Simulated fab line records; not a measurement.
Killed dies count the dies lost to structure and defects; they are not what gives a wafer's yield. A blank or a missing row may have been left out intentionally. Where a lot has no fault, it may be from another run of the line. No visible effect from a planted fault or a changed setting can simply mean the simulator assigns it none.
Struck lot and sound lot, side by side + flow nandHarc + 15 steps out of a route of 1302
Sound: the wafers L933.3, L933.4, L933.6. Struck: wafers L936.2, L936.3, L936.6. Last of all comes the cause.
For every step that has rows: the tool of each side, followed by ch and its chambers, followed by its first start. Under that, the readings that differ: sound wafers + struck wafers + difference of the means + sigmas: that difference in standard deviations of wafers without a fault.
alike: readings whose means differ by less than 2 such deviations, and words and numbers that are the same on both sides. not compared: withheld readings, readings that some wafer has no value for, bounds like >300 that may hide the same value, and numbers for which the record gives no deviation and whose values overlap.
The two part at a step that has a row with sigmas, a row that says differs or no value, or rows on one side only. Non-overlapping numbers with no deviation appear without sigmas and do not part them. A reading missing from all wafers of one side parts the sides only when that side holds two or more wafers.

NHARC_P_START_INSPECT_01:
  sound on defectInspect-01 at day 1 20:02; struck on defectInspect-01 at day 3 02:02
  alike: rawDefectCount
then, 9 steps without rows for these wafers: NHARC_P_ZERO_WELL_PRECLEAN_00 (cleans in SPM, time 600 s); NHARC_P_ZERO_WELL_SRD_01; NHARC_P_ZERO_WELL_PECVD_02 (deposits SiO2, target thk 10 nm); NHARC_P_ZERO_WELL_DEHYDRATE_03 (time 120 s); NHARC_P_ZERO_WELL_HMDS_04 (time 30 s); NHARC_P_ZERO_WELL_COAT_64 (time 65 s); NHARC_P_ZERO_WELL_COAT_05 (resist thk 600 nm); NHARC_P_ZERO_WELL_SOFTBAKE_06 (time 70 s); NHARC_P_ZERO_WELL_EBR_07.
NHARC_P_ZERO_WELL_EXPOSE_08: exposes mask P ZERO, target cd 500 nm.
  sound on krfScanner-01 ch 0, day 1 21:05; struck on krfScanner-01 ch 0, day 3 03:04
| reading           | sound             | struck            | difference | sigmas      |
|-------------------|-------------------|-------------------|------------|-------------|
| exposureDoseMJCm2 | 33.77 33.82 33.79 | 49.44 49.41 49.50 | +15.66     | +99 or more |
  alike: mask
then, 2 steps without rows for these wafers: NHARC_P_ZERO_WELL_PEB_09 (peb time 80 s); NHARC_P_ZERO_WELL_DEVELOP_10 (time 50 s).
NHARC_P_ZERO_WELL_CD_MEAS_11: target cd 500 nm.
  sound on cdSem-02 ch 0, day 1 21:14; struck on cdSem-02 ch 0, day 3 03:13
| reading   | sound             | struck            | difference | sigmas |
|-----------|-------------------|-------------------|------------|--------|
| cdNm (nm) | 501.1 500.0 503.8 | 568.3 569.2 568.7 | +67.1      | +32    |
then, 1 step without rows for these wafers: NHARC_P_ZERO_WELL_HARDBAKE_12 (time 65 s).

== WHERE THEY PART ==
Earliest at NHARC_P_ZERO_WELL_EXPOSE_08; latest, in this record, at NHARC_P_ZERO_WELL_CD_MEAS_11.

WHY: what had been put in by the simulator
Process parameters drifting: krfScanner-01 at NHARC_P_ZERO_WELL_EXPOSE_08, beginning at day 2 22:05. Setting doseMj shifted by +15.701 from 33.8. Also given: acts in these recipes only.
